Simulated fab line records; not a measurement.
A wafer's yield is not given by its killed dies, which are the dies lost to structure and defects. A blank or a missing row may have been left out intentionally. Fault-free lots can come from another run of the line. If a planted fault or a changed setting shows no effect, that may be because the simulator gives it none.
Matching of chambers / flow n5-finfet / N5_SD_EPI_P_ETCH_47 on rie-diel-04 has 4 sister chambers
The step etches SiOCN in CH3F/O2, target depth 25 nm. 8 wafers are shown with their chamber, then 7 later ones without.

EACH WAFER AND ITS CHAMBER
wafer=L075.6; chamber=3; drypump-motor-current-A (A)=5.1; showerhead-plenum-p-Torr (Torr)=1.92
wafer=L076.1; chamber=0; drypump-motor-current-A (A)=5.8; showerhead-plenum-p-Torr (Torr)=1.97
wafer=L081.5; chamber=3; drypump-motor-current-A (A)=5.2; showerhead-plenum-p-Torr (Torr)=1.91
wafer=L090.2; chamber=2; drypump-motor-current-A (A)=6.2; showerhead-plenum-p-Torr (Torr)=2.05
wafer=L090.4; chamber=1; drypump-motor-current-A (A)=5.7; showerhead-plenum-p-Torr (Torr)=1.84
wafer=L090.5; chamber=1; drypump-motor-current-A (A)=5.7; showerhead-plenum-p-Torr (Torr)=1.84
wafer=L094.1; chamber=0; drypump-motor-current-A (A)=5.8; showerhead-plenum-p-Torr (Torr)=1.96
wafer=L094.4; chamber=2; drypump-motor-current-A (A)=6.2; showerhead-plenum-p-Torr (Torr)=2.05

WAFERS WHOSE CHAMBER IS MISSING
wafer=L094.5; drypump-motor-current-A (A)=5.8; showerhead-plenum-p-Torr (Torr)=1.84
wafer=L095.1; drypump-motor-current-A (A)=5.7; showerhead-plenum-p-Torr (Torr)=1.84
wafer=L095.3; drypump-motor-current-A (A)=5.8; showerhead-plenum-p-Torr (Torr)=1.96
wafer=L095.4; drypump-motor-current-A (A)=6.2; showerhead-plenum-p-Torr (Torr)=2.05
wafer=L096.3; drypump-motor-current-A (A)=5.2; showerhead-plenum-p-Torr (Torr)=1.90
wafer=L096.4; drypump-motor-current-A (A)=5.7; showerhead-plenum-p-Torr (Torr)=1.84
wafer=L096.6; drypump-motor-current-A (A)=5.2; showerhead-plenum-p-Torr (Torr)=1.90

WHICH CHAMBER EACH WENT THROUGH
wafer=L094.5; from the rows above=1; in truth=1
wafer=L095.1; from the rows above=1; in truth=1
wafer=L095.3; from the rows above=0; in truth=0
wafer=L095.4; from the rows above=2; in truth=2
wafer=L096.3; from the rows above=3; in truth=3
wafer=L096.4; from the rows above=1; in truth=1
wafer=L096.6; from the rows above=3; in truth=3
Placed correctly: 7 of 7. Left unplaced by these rows: 0. Number placed wrongly: 0.
How it was worked out, from the rows above alone: a wafer's distance from a chamber is the root of the sum, over the readings, of the square of ((its reading less the chamber's mean) divided by the reading's scatter). If the next closest chamber is less than 2 further off than the closest, the wafer can't be placed; otherwise it belongs to the closest. A chamber's mean is the mean of its shown wafers. The scatter: the root of (the sum of the squares of (reading less its chamber's mean) over the shown wafers, divided by (wafers less chambers)).
